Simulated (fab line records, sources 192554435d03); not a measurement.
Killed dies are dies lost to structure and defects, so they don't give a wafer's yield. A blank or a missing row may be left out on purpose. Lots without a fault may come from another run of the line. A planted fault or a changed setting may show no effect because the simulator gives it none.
fab line records | flow n5_finfet
record lots=5 wafers=15 last_day=15
route steps=1938 shown FIN_SAQP@102
lots that met no fault: from a run of the same line without faults
start_h: hours from the record's first day to the start of the lot's first wafer shown | wait_h: hours since the lot's step before | " the same as in the row above | L1.1+2: a row that stands for several wafers | - no value, or no start given | * or withheld: withheld | < > ~ a bound
route shown NAME@n: a module of which the file shows steps, and the number in the route of the first | usual: mean/standard deviation of fault-free wafers | same: alike in all rows | chamber/n: place in a boat | sites: the reading at each site | _std_site: their standard deviation | _edge_site: outer sites' mean less inner sites' | radius_mm: how far each site lies from the wafer's centre | mask NAME#n: copy n | behind: the tool/chamber that last shaped the wafer | hold: why the lot was held/for how many hours/how that ended | device: the transistor (n, p or np) that didn't switch | end of line: the same wafers' tests at the end of the route | a step without rows: its recipe alone | killed: dies lost to structure and defects at the first sort, not the wafer's yield | map: a wafer's dies, x killed, . not, _ none there
set.NAME: the setting as run; set.NAME@STEP: as run at that earlier step | model.NAME: the simulator's own value behind a step, which no gauge read
lots at some steps of the route; a table a step, a row a wafer
services: from which hour (start_h, from the record's first day; less than 0 if before it) a tool's chamber was out of use, for how many hours, and why
## steps
# step N5_FIN_SAQP_HM_DEP_72
# recipe material=SiO2 target_thk_a=120 temp_c=400 precursor=SiH4/N2O pressure_torr=0.75 rf_w=275 time_s=7.2
# usual heater_power_w=821/140 showerhead_plenum_p_Torr=8.19/0.11 susceptor_temp_C=400.03/0.21
# same time_s=7.2
# columns lot.wafer tool chamber start_h wait_h heater_power_w showerhead_plenum_p_Torr susceptor_temp_C
L076.3 pecvd-01 1 33.30 0.0 997 8.10 400.46
L076.5 " 1 " " 1020 8.11 400.07
L076.6 " 2 " " 636 8.20 400.32
L080.1 pecvd-01 0 57.02 0.0 859 8.10 400.28
L080.2 " 1 " " 968 8.10 400.19
L080.3 " 2 " " 649 8.20 400.13
L084.3 pecvd-02 0 81.49 0.0 658 8.34 399.91
L084.4 " 2 " " 943 8.15 400.16
L084.5 " 1 " " 737 8.16 400.03
L085.2 pecvd-03 0 90.30 0.0 686 8.37 399.41
L085.3 " 1 " " 998 8.01 400.02
L085.4 " 2 " " 906 8.14 400.15
L088.2 pecvd-03 1 109.63 0.1 975 7.99 399.79
L088.3 " 0 " " 762 8.38 400.09
L088.6 " 1 " " 951 8.04 399.88
# step N5_FIN_SAQP_COAT_49
# recipe resist=SOC temp_c=250 time_s=60 spin_rpm=1500 resist_thk_nm=100
# usual heater_power_total_W=500.2/1.9
# same time_s=60
# columns lot.wafer tool chamber start_h wait_h heater_power_total_W
L076.3 litho_track-02 0 33.37 0.1 499.7
L076.5 " 0 " " 497.4
L076.6 " 0 " " 498.0
L080.1 litho_track-05 0 57.09 0.1 500.9
L080.2 " 0 " " 503.2
L080.3 " 0 " " 499.8
L084.3 litho_track-04 0 81.57 0.1 497.9
L084.4 " 0 " " 501.1
L084.5 " 0 " " 500.3
L085.2 litho_track-05 0 90.38 0.1 501.6
L085.3 " 0 " " 499.4
L085.4 " 0 " " 503.0
L088.2 litho_track-05 0 109.70 0.1 498.1
L088.3 " 0 " " 498.8
L088.6 " 0 " " 500.1
# step N5_FIN_SAQP_COAT_50
# recipe resist=SiARC temp_c=220 time_s=60 spin_rpm=1500 resist_thk_nm=35
# usual heater_power_total_W=427.1/2.1
# same time_s=60
# columns lot.wafer tool chamber start_h wait_h heater_power_total_W
L076.3 litho_track-02 0 - - 424.8
L076.5 " 0 " " 429.5
L076.6 " 0 " " 429.1
L080.1 litho_track-05 0 - - 427.0
L080.2 " 0 " " 429.4
L080.3 " 0 " " 424.5
L084.3 litho_track-04 0 - - 424.2
L084.4 " 0 " " 425.3
L084.5 " 0 " " 425.9
L085.2 litho_track-05 0 - - 429.3
L085.3 " 0 " " 428.3
L085.4 " 0 " " 430.2
L088.2 litho_track-05 0 - - 429.8
L088.3 " 0 " " 424.6
L088.6 " 0 " " 425.2
# step N5_FIN_SAQP_COAT_10
# recipe resist=CAR-ArF spin_rpm=1500 resist_thk_nm=90
# columns lot.wafer tool chamber start_h wait_h
L076.3+5+6 litho_track-02 0 - -
L080.1+2+3 litho_track-05 0 - -
L084.3+4+5 litho_track-04 0 - -
L085.2+3+4 litho_track-05 0 - -
L088.2+3+6 litho_track-05 0 - -
# step N5_FIN_SAQP_EBR_12
# recipe solvent=PGMEA ebr_width_mm=1.5
# columns lot.wafer tool chamber start_h wait_h
L076.3+5+6 litho_track-02 0 - -
L080.1+2+3 litho_track-05 0 - -
L084.3+4+5 litho_track-04 0 - -
L085.2+3+4 litho_track-05 0 - -
L088.2+3+6 litho_track-05 0 - -
# step N5_FIN_SAQP_SOFTBAKE_11
# recipe temp_c=110 time_s=60 resist=CAR-ArF
# usual heater_power_total_W=175.3/1.6
# same time_s=60
# columns lot.wafer tool chamber start_h wait_h heater_power_total_W
L076.3 litho_track-02 0 - - 174.9
L076.5 " 0 " " 173.5
L076.6 " 0 " " 177.3
L080.1 litho_track-05 0 - - 173.0
L080.2 " 0 " " 176.7
L080.3 " 0 " " 177.5
L084.3 litho_track-04 0 - - 177.1
L084.4 " 0 " " 174.6
L084.5 " 0 " " 175.2
L085.2 litho_track-05 0 - - 176.6
L085.3 " 0 " " 174.7
L085.4 " 0 " " 176.3
L088.2 litho_track-05 0 - - 173.0
L088.3 " 0 " " 174.8
L088.6 " 0 " " 177.6
# step N5_FIN_SAQP_EXPOSE_13
# recipe mask_id=FIN_CORE na=1.35 source_shape=dipole sigma_inner=0.538 sigma_outer=0.738 polarization=te target_cd_nm=35.6 dose_mj=63.25
# columns lot.wafer tool chamber start_h wait_h mask
L076.3+5+6 arfi_scanner-02 0 33.63 - FIN_CORE#0
L080.1+2+3 arfi_scanner-01 0 57.21 - FIN_CORE#0
L084.3+4+5 arfi_scanner-02 0 81.70 - FIN_CORE#0
L085.2+3+4 arfi_scanner-03 0 90.63 - FIN_CORE#0
L088.2+3+6 arfi_scanner-03 0 109.95 - FIN_CORE#0
# step N5_FIN_SAQP_PEB_14
# recipe peb_temp_c=withheld peb_time_s=60 resist=CAR-ArF
# columns lot.wafer tool chamber start_h wait_h
L076.3+5+6 litho_track-04 0 33.68 0.0
L080.1+2+3 litho_track-05 0 57.27 0.1
L084.3+4+5 litho_track-05 0 81.75 0.0
L085.2+3+4 litho_track-02 0 90.68 0.0
L088.2+3+6 litho_track-05 0 110.01 0.0
# step N5_FIN_SAQP_DEVELOP_15
# recipe develop_time_s=30 developer=TMAH resist=CAR-ArF dev_temp_c=23 rinse_liquid=diw dry=air_spin
# columns lot.wafer tool chamber start_h wait_h
L076.3+5+6 litho_track-04 0 - -
L080.1+2+3 litho_track-05 0 - -
L084.3+4+5 litho_track-05 0 - -
L085.2+3+4 litho_track-02 0 - -
L088.2+3+6 litho_track-05 0 - -
# step N5_FIN_SAQP_CD_MEAS_16
# recipe target_cd_nm=35.6 landing_energy_ev=500 detector=se_inlens
# usual cd_nm=35.5/0.35
# columns lot.wafer tool chamber start_h wait_h cd_nm
L076.3 cd_sem-03 0 33.75 - 35.5
L076.5 " 0 " " 36.1
L076.6 " 0 " " 35.7
L080.1 cd_sem-02 0 57.34 - 35.7
L080.2 " 0 " " 35.5
L080.3 " 0 " " 35.6
L084.3 cd_sem-02 0 81.82 - 35.1
L084.4 " 0 " " 35.1
L084.5 " 0 " " 35.3
L085.2 cd_sem-02 0 90.75 - 34.8
L085.3 " 0 " " 35.1
L085.4 " 0 " " 35.3
L088.2 cd_sem-02 0 110.08 - 35.6
L088.3 " 0 " " 35.2
L088.6 " 0 " " 36.2
# step N5_FIN_SAQP_OVL_MEAS_17
# recipe points_per_wafer=44
# usual FIN_CORE_OVL=-0.3/0.84
# columns lot.wafer tool chamber start_h wait_h FIN_CORE_OVL[nm]
L076.3 overlay-02 0 33.78 0.0 -0.7
L076.5 " 0 " " -1.2
L076.6 " 0 " " -0.9
L080.1 overlay-01 0 57.38 0.0 -0.6
L080.2 " 0 " " -0.4
L080.3 " 0 " " 1.1
L084.3 overlay-01 0 81.85 0.0 -2.4
L084.4 " 0 " " -0.6
L084.5 " 0 " " -1.1
L085.2 overlay-02 0 90.82 0.1 0.3
L085.3 " 0 " " 1.7
L085.4 " 0 " " 1.1
L088.2 overlay-02 0 110.11 0.0 -0.9
L088.3 " 0 " " 0.0
L088.6 " 0 " " -0.1
# step N5_FIN_SAQP_INSPECT_18
# recipe mode=adi inspect_instrument=brightfield
# usual raw_defect_count=433/120
# columns lot.wafer tool chamber start_h wait_h raw_defect_count
L076.3 defect_inspect-02 - 33.81 0.0 370
L076.5 " - " " 352
L076.6 " - " " 343
L080.1 defect_inspect-01 - 57.40 0.0 374
L080.2 " - " " 339
L080.3 " - " " 378
L084.3 defect_inspect-02 - 81.88 0.0 394
L084.4 " - " " 316
L084.5 " - " " 316
L085.2 defect_inspect-01 - 90.84 0.0 320
L085.3 " - " " 299
L085.4 " - " " 391
L088.2 defect_inspect-01 - 110.14 0.0 469
L088.3 " - " " 515
L088.6 " - " " 370
# step N5_FIN_SAQP_DESCUM_21
# recipe chemistry=O2 time_s=7.9 source_power_w=50 bias_power_w=20 pressure_mtorr=20 rf_frequency_hz=2.712e+07 temp_c=40 resist=CAR-ArF o2_flow_sccm=225
# usual bias_power_w=19.99/0.063 drypump_motor_current_A=5.9/0.46 oes_product_au=0.76/0.076 rf_vpp_V=243.1/1.2 showerhead_plenum_p_Torr=2.08/0.066 throttle_valve_pct=20.31/0.23
# same time_s=7.9
# columns lot.wafer tool chamber start_h wait_h bias_power_w drypump_motor_current_A oes_product_au rf_hours_counter_h rf_vpp_V showerhead_plenum_p_Torr throttle_valve_pct
L076.3 rie_diel-05 1 33.84 0.0 19.95 5.0 0.75 145 242.9 2.09 20.09
L076.5 " 3 " " 20.05 6.1 0.74 - 244.4 2.15 19.99
L076.6 " 0 " " 20.06 5.9 0.71 - 241.3 2.00 20.31
L080.1 rie_diel-05 3 57.44 0.0 19.95 6.1 0.74 189 243.4 2.15 20.02
L080.2 " 0 " " 19.97 5.8 0.70 199 242.2 2.00 20.31
L080.3 " 2 " " 20.08 5.9 0.72 202 241.5 1.99 20.54
L084.3 rie_diel-04 3 82.01 0.1 20.00 6.1 0.84 81 241.5 2.03 20.09
L084.4 " 2 " " 19.99 6.4 0.73 176 243.8 2.06 20.51
L084.5 " 3 " " 19.97 6.1 0.85 - 243.7 2.03 20.10
L085.2 rie_diel-03 3 90.91 0.1 20.13 5.5 0.96 9 242.0 2.05 20.32
L085.3 " 0 " " 19.95 5.3 0.74 157 242.3 2.10 20.48
L085.4 " 2 " " 20.07 5.9 0.73 194 246.0 2.16 20.89
L088.2 rie_diel-03 0 110.17 0.0 19.94 5.3 0.74 163 242.5 2.10 20.46
L088.3 " 2 " " 20.07 6.0 0.74 199 244.1 2.16 20.89
L088.6 " 3 " " 20.04 5.5 0.96 - 241.2 2.05 20.33
# step N5_FIN_SAQP_ETCH_51
# recipe chemistry=CF4 target=SiARC target_depth_a=455 mask_material=CAR-ArF time_s=75.8 ion_energy_ev=80 pressure_mtorr=40 source_w=545 bias_w=36 Ar_flow_sccm=100 cf4_flow_sccm=100 ends=cleared
# usual cf4_flow_sccm=100.01/0.29 drypump_motor_current_A=5.9/0.46 etch_rf_on_time_s=75.9/1.7 oes_product_au=0.65/0.064 rf_vpp_V=183.9/1.1 showerhead_plenum_p_Torr=2.13/0.062 throttle_valve_pct=15.55/0.22
# columns lot.wafer tool chamber start_h wait_h cf4_flow_sccm drypump_motor_current_A etch_rf_on_time_s oes_product_au rf_hours_counter_h rf_vpp_V showerhead_plenum_p_Torr throttle_valve_pct
L076.3 rie_diel-05 1 33.88 0.0 100.13 5.0 76.8 0.64 145 183.2 2.15 15.38
L076.5 " 3 " " 100.24 6.1 77.9 0.63 - 185.2 2.22 15.38
L076.6 " 0 " " 100.57 5.9 77.6 0.61 - 182.7 2.04 15.47
L080.1 rie_diel-05 3 57.47 0.0 99.41 6.1 75.9 0.62 189 184.9 2.21 15.39
L080.2 " 0 " " 100.19 5.9 76.0 0.61 199 183.6 2.03 15.47
L080.3 " 2 " " 100.55 5.9 74.1 0.62 202 181.6 2.04 15.77
L084.3 rie_diel-04 3 82.05 0.0 99.49 6.1 76.9 0.71 81 183.2 2.08 15.29
L084.4 " 2 " " 99.89 6.3 76.2 0.62 176 183.0 2.13 15.84
L084.5 " 3 " " 100.10 6.1 76.6 0.71 - 183.1 2.08 15.30
L085.2 rie_diel-03 3 90.95 0.0 99.78 5.5 73.7 0.82 9 184.5 2.12 15.56
L085.3 " 0 " " 100.12 5.3 76.5 0.64 157 184.7 2.14 15.65
L085.4 " 2 " " 99.98 6.0 76.0 0.62 194 185.8 2.21 16.03
L088.2 rie_diel-03 0 110.21 0.0 99.99 5.3 75.8 0.63 163 185.1 2.14 15.67
L088.3 " 2 " " 99.60 6.0 76.8 0.62 199 183.0 2.20 16.03
L088.6 " 3 " " 99.72 5.5 73.8 0.81 - 183.4 2.12 15.56
# step N5_FIN_SAQP_ETCH_52
# recipe chemistry=N2/H2 target=SOC target_depth_a=1000 overetch_a=200 mask_material=SiARC temp_c=40 time_s=150 ion_energy_ev=200 pressure_mtorr=30 source_w=840 bias_w=150 n2_flow_sccm=200 h2_flow_sccm=200 ends=end_point
# usual drypump_motor_current_A=5.9/0.46 oes_product_au=0.68/0.061 rf_vpp_V=523.5/2.4 showerhead_plenum_p_Torr=2.53/0.075 throttle_valve_pct=17.77/0.25
# columns lot.wafer tool chamber start_h wait_h drypump_motor_current_A oes_product_au rf_hours_counter_h rf_vpp_V showerhead_plenum_p_Torr throttle_valve_pct
L076.3 rie_diel-05 1 33.93 0.0 5.0 0.68 145 523.0 2.55 17.63
L076.5 " 3 " " 6.2 0.67 - 525.3 2.62 17.51
L076.6 " 0 " " 5.9 0.64 - 519.9 2.43 17.77
L080.1 rie_diel-05 3 57.53 0.0 6.2 0.65 189 525.8 2.62 17.50
L080.2 " 0 " " 5.9 0.64 199 519.5 2.43 17.76
L080.3 " 2 " " 5.9 0.64 202 519.3 2.42 18.06
L084.3 rie_diel-04 3 82.10 0.0 6.1 0.74 81 523.2 2.47 17.58
L084.4 " 2 " " 6.4 0.65 176 523.3 2.54 18.09
L084.5 " 3 " " 6.0 0.75 - 522.0 2.47 17.57
L085.2 rie_diel-03 3 91.01 0.0 5.5 0.84 9 521.9 2.51 17.75
L085.3 " 0 " " 5.3 0.66 158 525.1 2.52 17.79
L085.4 " 2 " " 6.0 0.66 194 525.9 2.63 18.38
L088.2 rie_diel-03 0 110.26 0.0 5.3 0.67 163 522.4 2.52 17.77
L088.3 " 2 " " 6.0 0.65 199 525.7 2.63 18.36
L088.6 " 3 " " 5.5 0.84 - 522.7 2.51 17.74
# step N5_FIN_SAQP_STRIP_53
# recipe chemistry=N2/H2 temp_c=40 n2_flow_sccm=200 h2_flow_sccm=200 rf_frequency_hz=6e+07
# columns lot.wafer tool chamber start_h wait_h
L076.3+5+6 rie_diel-05 1,3,0 34.03 0.0
L080.1+2+3 rie_diel-05 3,0,2 57.63 0.0
L084.3+4+5 rie_diel-04 3,2,3 82.20 0.0
L085.2+3+4 rie_diel-03 3,0,2 91.10 0.0
L088.2+3+6 rie_diel-03 0,2,3 110.36 0.0
# step N5_FIN_SAQP_HM_OPEN_73
# recipe chemistry=CHF3/O2 target=SiO2 stop_on=a-Si target_depth_a=120 over_etch_frac=1.8 mask_material=SOC time_s=16.8 pressure_mtorr=30 source_w=650 bias_w=170 Ar_flow_sccm=200 CHF3_flow_sccm=50 O2_flow_sccm=5 ion_energy_ev=200 ends=end_point
# usual drypump_motor_current_A=5.9/0.46 oes_f_703_au=0.76/0.066 oes_product_au=0.45/0.041 rf_vpp_V=519/9.9 showerhead_plenum_p_Torr=2.40/0.074 throttle_valve_pct=18.73/0.22
# columns lot.wafer tool chamber start_h wait_h drypump_motor_current_A oes_f_703_au oes_product_au rf_hours_counter_h rf_vpp_V showerhead_plenum_p_Torr throttle_valve_pct
L076.3 rie_diel-05 1 34.04 0.0 5.0 0.75 0.45 145 510 2.41 18.57
L076.5 " 3 " " 6.2 0.74 0.44 - 507 2.49 18.53
L076.6 " 0 " " 5.9 0.74 0.43 - 506 2.29 18.59
L080.1 rie_diel-05 3 57.64 0.0 6.2 0.73 0.44 189 506 2.49 18.54
L080.2 " 0 " " 5.9 0.73 0.43 199 507 2.28 18.59
L080.3 " 2 " " 6.0 0.74 0.43 202 518 2.29 18.87
L084.3 rie_diel-04 3 82.21 0.0 6.1 0.83 0.50 81 539 2.35 18.58
L084.4 " 2 " " 6.4 0.74 0.45 176 513 2.38 19.02
L084.5 " 3 " " 6.1 0.82 0.49 - 539 2.35 18.56
L085.2 rie_diel-03 3 91.11 0.0 5.5 0.92 0.57 9 528 2.39 18.81
L085.3 " 0 " " 5.4 0.75 0.45 158 521 2.41 18.82
L085.4 " 2 " " 6.0 0.72 0.44 194 526 2.50 19.35
L088.2 rie_diel-03 0 110.37 0.0 5.3 0.74 0.45 163 518 2.41 18.83
L088.3 " 2 " " 5.9 0.73 0.44 199 526 2.50 19.36
L088.6 " 3 " " 5.5 0.91 0.57 - 530 2.38 18.82
# step N5_FIN_SAQP_STRIP_74
# recipe chemistry=CHF3/O2 resist=SiARC rf_frequency_hz=6e+07
# columns lot.wafer tool chamber start_h wait_h
L076.3+5+6 rie_diel-05 1,3,0 34.09 0.0
L080.1+2+3 rie_diel-05 3,0,2 57.69 0.0
L084.3+4+5 rie_diel-04 3,2,3 82.26 0.0
L085.2+3+4 rie_diel-03 3,0,2 91.17 0.0
L088.2+3+6 rie_diel-03 0,2,3 110.42 0.0
# step N5_FIN_SAQP_MANDREL_ETCH_22
# recipe target_depth_a=600 chemistry=HBr/Cl2 target=a-Si stop_on=SiNx bt_time_s=10 over_etch_frac=0.5 time_s=30 pressure_mtorr=10 icp_w=800 bias_w=75 HBr_flow_sccm=150 Cl2_flow_sccm=80 ends=end_point
# usual drypump_motor_current_A=5.8/0.48 mfc_cl2_sccm=79.98/0.23 oes_product_au=0.771/0.014 throttle_valve_pct=35.33/0.3
# columns lot.wafer tool chamber start_h wait_h drypump_motor_current_A mfc_cl2_sccm oes_product_au rf_hours_counter_h throttle_valve_pct
L076.3 rie_si-05 2 34.12 0.0 6.4 79.77 0.754 92 35.33
L076.5 " 0 " " 6.4 80.45 0.765 - 35.36
L076.6 " 3 " " 5.1 80.13 0.782 - 35.24
L080.1 rie_si-06 3 57.72 0.0 6.1 79.83 0.771 51 35.55
L080.2 " 1 " " 6.1 80.18 0.785 59 35.15
L080.3 " 2 " " 5.5 80.17 0.757 31 35.63
L084.3 rie_si-05 1 82.29 0.0 5.0 80.06 0.765 58 35.31
L084.4 " 2 " " 6.5 79.82 0.756 93 35.30
L084.5 " 2 " " 6.4 80.30 0.756 - 35.34
L085.2 rie_si-01 3 91.20 0.0 5.8 80.25 0.771 1 35.55
L085.3 " 1 " " 5.8 80.01 0.762 66 34.45
L085.4 " 2 " " 6.5 79.65 0.772 25 35.24
L088.2 rie_si-05 2 110.45 0.0 6.4 79.99 0.766 93 35.30
L088.3 " 1 " " 5.0 80.05 0.773 59 35.31
L088.6 " 2 " " 6.4 80.06 0.764 - 35.30
# step N5_FIN_SAQP_STRIP_55
# recipe chemistry=N2/H2 power_w=500 temp_c=40 pressure_mtorr=50 rf_frequency_hz=6e+07 overash_fraction=0.3 bias_power_w=28 h2_frac=0.5 n2_flow_sccm=300 h2_flow_sccm=300
# usual bias_power_w=28.01/0.077 drypump_motor_current_A=6.0/0.45 oes_product_au=0.76/0.081 rf_vpp_V=121.9/1.4 showerhead_plenum_p_Torr=3.36/0.091 throttle_valve_pct=18.9/0.31
# columns lot.wafer tool chamber start_h wait_h bias_power_w drypump_motor_current_A oes_product_au rf_hours_counter_h rf_vpp_V showerhead_plenum_p_Torr throttle_valve_pct
L076.3 rie_diel-03 2 34.28 0.1 28.06 6.0 0.76 173 122.4 3.48 19.7
L076.5 " 2 " " 28.07 6.0 0.75 - 120.6 3.48 19.7
L076.6 " 3 " " 28.11 5.5 0.68 - 122.2 3.32 19.1
L080.1 rie_diel-03 0 57.82 0.1 28.00 5.4 0.74 147 121.9 3.34 18.9
L080.2 " 1 " " 27.93 6.6 0.94 16 120.7 3.31 18.6
L080.3 " 2 " " 28.00 6.0 0.74 184 121.4 3.47 19.7
L084.3 rie_diel-03 2 82.39 0.1 27.96 6.0 0.74 193 121.6 3.47 19.7
L084.4 " 0 " " 27.97 5.4 0.74 156 120.4 3.34 18.9
L084.5 " 1 " " 27.94 6.6 0.92 - 123.9 3.30 18.6
L085.2 rie_diel-05 1 91.30 0.1 28.05 5.0 0.73 164 122.7 3.36 18.9
L085.3 " 3 " " 28.01 6.2 0.72 200 121.1 3.45 18.5
L085.4 " 2 " " 28.11 6.0 0.71 213 120.4 3.20 19.3
L088.2 rie_diel-05 3 110.62 0.1 28.03 6.1 0.73 208 122.8 3.45 18.5
L088.3 " 0 " " 28.11 5.9 0.69 217 120.4 3.21 18.9
L088.6 " 1 " " 27.94 5.0 0.74 - 120.7 3.35 19.0
# step N5_FIN_SAQP_STRIP_23
# recipe chemistry=SPM time_s=750 temp_c=130 h2so4_h2o2_vol_ratio=4
# same time_s=750
# columns lot.wafer tool chamber start_h wait_h
L076.3+5+6 wet_bench-04 3,4,0 34.35 -
L080.1+2+3 wet_bench-05 1,0,6 57.89 -
L084.3+4+5 wet_bench-05 4,7,2 82.46 -
L085.2+3+4 wet_bench-03 0,7,2 91.36 -
L088.2+3+6 wet_bench-05 3,0,4 110.69 -
# step N5_FIN_SAQP_SRD_66
# recipe dry=ipa_marangoni time_s=30 temp_c=23 rinse_liquid=diw
# same time_s=30
# columns lot.wafer tool chamber start_h wait_h
L076.3+5+6 wet_bench-04 3,4,0 34.56 0.0
L080.1+2+3 wet_bench-05 1,0,6 58.09 0.0
L084.3+4+5 wet_bench-05 4,7,2 82.69 0.0
L085.2+3+4 wet_bench-03 0,7,2 91.57 0.0
L088.2+3+6 wet_bench-05 3,0,4 110.92 0.0
# step N5_FIN_SAQP_RECESS_75
# recipe chemistry=HF/NH3 target=SiO2 target_depth_a=144 afs_cycles=3 temp_c=30 sublimation_temp_c=180 sublimation_time_s=60
# usual drypump_motor_current_A=5.8/0.32 foreline_p_Torr=0.1279/0.00057
# columns lot.wafer tool chamber start_h wait_h drypump_motor_current_A foreline_p_Torr
L076.3 vapor_etch-02 1 34.73 0.1 5.2 0.1282
L076.5 " 1 " " 5.2 0.1279
L076.6 " 0 " " 5.2 0.1282
L080.1 vapor_etch-01 1 58.14 0.0 5.9 0.1277
L080.2 " 0 " " 6.0 0.1289
L080.3 " 1 " " 5.9 0.1277
L084.3 vapor_etch-01 1 82.86 0.1 5.9 0.1275
L084.4 " 0 " " 6.0 0.1267
L084.5 " 0 " " 6.0 0.1276
L085.2 vapor_etch-02 1 91.62 0.0 5.2 0.1279
L085.3 " 0 " " 5.2 0.1283
L085.4 " 1 " " 5.2 0.1283
L088.2 vapor_etch-01 0 110.97 0.0 6.0 0.1277
L088.3 " 0 " " 6.0 0.1265
L088.6 " 0 " " 6.0 0.1284
# step N5_FIN_SAQP_SPACER1_ALD_24
# recipe material=SiO2 target_thk_a=203 temp_c=300 ald_precursor_family=BDEAS ald_co_reactant=O2-plasma pulse_time_s=1 purge_time_s=2 co_reactant_purge_time_s=2 ald_cycles=218 pressure_torr=2
# usual heater_power_w=469/41 precursor_pulse_height_rel=1.002/0.018 susceptor_temp_C=299.99/0.2
# columns lot.wafer tool chamber start_h wait_h heater_power_w precursor_pulse_height_rel susceptor_temp_C
L076.3 ald_sin-04 2 34.99 0.1 472 0.993 300.47
L076.5 " 3 " " 446 1.003 299.81
L076.6 " 2 " " 466 1.009 300.11
L080.1 ald_sin-02 3 58.53 0.3 390 1.003 299.70
L080.2 " 2 " " 475 1.005 300.19
L080.3 " 1 " " 514 0.999 300.05
L084.3 ald_sin-04 0 83.85 0.9 463 1.034 300.00
L084.4 " 2 " " 464 1.014 300.15
L084.5 " 0 " " 453 1.002 300.09
L085.2 ald_sin-03 1 92.00 0.3 504 1.012 299.67
L085.3 " 0 " " 429 1.013 300.48
L085.4 " 2 " " 483 0.972 299.89
L088.2 ald_sin-03 1 111.36 0.3 520 1.015 300.04
L088.3 " 0 " " 410 1.033 299.79
L088.6 " 3 " " 531 1.017 300.04
# step N5_FIN_SAQP_SPACER1_ETCHBACK_25
# recipe chemistry=CHF3/O2 mode=anisotropic_etchback target=SiO2 target_depth_a=244 time_s=12.2 pressure_mtorr=30 source_w=650 bias_w=170 Ar_flow_sccm=200 CHF3_flow_sccm=50 O2_flow_sccm=5 ion_energy_ev=200
# usual drypump_motor_current_A=5.9/0.45 oes_f_703_au=0.77/0.074 oes_product_au=0.76/0.085 rf_vpp_V=519/9.2 showerhead_plenum_p_Torr=2.40/0.074 throttle_valve_pct=18.83/0.25
# same time_s=12.2
# columns lot.wafer tool chamber start_h wait_h drypump_motor_current_A oes_f_703_au oes_product_au rf_hours_counter_h rf_vpp_V showerhead_plenum_p_Torr throttle_valve_pct
L076.3 rie_diel-03 3 35.82 0.5 5.5 0.68 0.69 247 530 2.39 19.22
L076.5 " 3 " " 5.5 0.68 0.69 - 529 2.39 19.23
L076.6 " 2 " " 5.9 0.75 0.75 - 527 2.51 19.39
L080.1 rie_diel-04 0 59.24 0.4 6.6 0.71 0.71 174 533 2.50 18.66
L080.2 " 1 " " 6.1 0.76 0.73 183 523 2.49 18.60
L080.3 " 3 " " 6.1 0.83 0.85 72 537 2.35 18.64
L084.3 rie_diel-05 0 84.56 0.4 5.9 0.72 0.70 208 508 2.28 18.69
L084.4 " 3 " " 6.1 0.73 0.72 199 507 2.48 18.66
L084.5 " 3 " " 6.2 0.72 0.71 - 507 2.48 18.64
L085.2 rie_diel-03 0 92.73 0.4 5.3 0.74 0.74 158 519 2.41 18.90
L085.3 " 3 " " 5.5 0.93 0.97 10 528 2.39 18.89
L085.4 " 2 " " 6.0 0.72 0.73 195 525 2.50 19.43
L088.2 rie_diel-03 3 112.24 0.5 5.5 0.91 0.95 14 529 2.38 18.89
L088.3 " 1 " " 6.5 0.91 0.91 33 518 2.37 18.57
L088.6 " 0 " " 5.3 0.74 0.73 - 522 2.41 18.91
# step N5_FIN_SAQP_MANDREL1_REMOVE_56
# recipe chemistry=HBr/Cl2/O2 bt_time_s=10 target=a-Si stop_on=SiNx endpoint=OES-SiCl over_etch_frac=1 icp_w=600 bias_w=22 HBr_flow_sccm=150 Cl2_flow_sccm=80 O2_flow_sccm=5 pressure_mtorr=10
# usual drypump_motor_current_A=5.9/0.5 mfc_cl2_sccm=80.01/0.22 oes_product_au=1.000/0.011 throttle_valve_pct=36.6/0.36
# columns lot.wafer tool chamber start_h wait_h drypump_motor_current_A mfc_cl2_sccm oes_product_au rf_hours_counter_h throttle_valve_pct
L076.3 rie_si-01 1 35.91 0.1 5.8 80.05 0.999 66 35.8
L076.5 " 1 " " 5.8 79.89 1.003 - 35.8
L076.6 " 0 " " 6.1 80.01 1.002 - 37.0
L080.1 rie_si-05 3 59.33 0.1 5.1 79.91 1.008 6 36.6
L080.2 " 2 " " 6.4 79.78 0.973 92 36.7
L080.3 " 1 " " 5.0 79.92 1.016 58 36.6
L084.3 rie_si-01 0 84.65 0.1 6.1 79.99 0.999 170 37.0
L084.4 " 1 " " 5.8 79.79 1.006 66 35.7
L084.5 " 1 " " 5.8 79.73 1.004 - 35.8
L085.2 rie_si-01 1 92.82 0.1 5.8 79.84 0.995 67 35.8
L085.3 " 2 " " 6.6 80.31 1.014 25 36.6
L085.4 " 0 " " 6.1 80.28 0.990 170 37.0
L088.2 rie_si-01 3 112.33 0.1 5.8 79.62 0.994 1 36.9
L088.3 " 2 " " 6.5 80.17 1.010 25 36.6
L088.6 " 0 " " 6.1 79.66 0.987 - 37.0
# step N5_FIN_SAQP_CD_MEAS_27
# recipe target_cd_nm=20 landing_energy_ev=1000 detector=se_inlens polarity=line
# usual cd_nm=20.34/0.23
# columns lot.wafer tool chamber start_h wait_h cd_nm
L076.3 cd_sem-02 0 36.02 0.1 20.27
L076.5 " 0 " " 20.04
L076.6 " 0 " " 20.02
L080.1 cd_sem-01 0 59.44 0.1 19.99
L080.2 " 0 " " 20.26
L080.3 " 0 " " 20.54
L084.3 cd_sem-02 0 84.77 0.1 20.52
L084.4 " 0 " " 20.21
L084.5 " 0 " " 20.18
L085.2 cd_sem-01 0 92.93 0.1 20.30
L085.3 " 0 " " 20.40
L085.4 " 0 " " 20.26
L088.2 cd_sem-02 0 112.44 0.1 20.83
L088.3 " 0 " " 20.32
L088.6 " 0 " " 20.50
## services
# columns tool chamber start_h hours kind
rie_si-05 0 9.52 1.0 repair
rie_diel-03 1 11.62 21.1 repair
rie_si-01 1 11.81 0.9 repair
arfi_scanner-02 - 11.90 18.9 repair
ald_sin-03 - 15.42 1.7 repair
ald_sin-04 2 15.67 2.9 repair
arfi_scanner-03 - 31.90 1.0 pm
rie_diel-05 0 37.87 5.3 repair
vapor_etch-02 - 40.62 10.0 pm
ald_sin-03 3 41.01 7.4 repair
arfi_scanner-02 - 42.05 0.8 pm
ald_sin-04 1 44.29 13.1 repair
arfi_scanner-03 - 52.55 0.8 pm
arfi_scanner-02 - 58.00 3.8 repair
vapor_etch-01 - 64.55 0.1 repair
arfi_scanner-02 - 69.04 3.1 pm
arfi_scanner-03 - 78.87 1.0 pm
ald_sin-04 - 80.53 2.8 pm
rie_diel-03 - 95.44 6.3 repair
arfi_scanner-03 - 96.96 1.3 pm
pecvd-01 0 99.99 13.4 repair
arfi_scanner-03 - 101.22 6.1 repair
arfi_scanner-02 - 108.73 1.3 pm
rie_diel-04 1 111.29 4.4 repair
## key
fault none
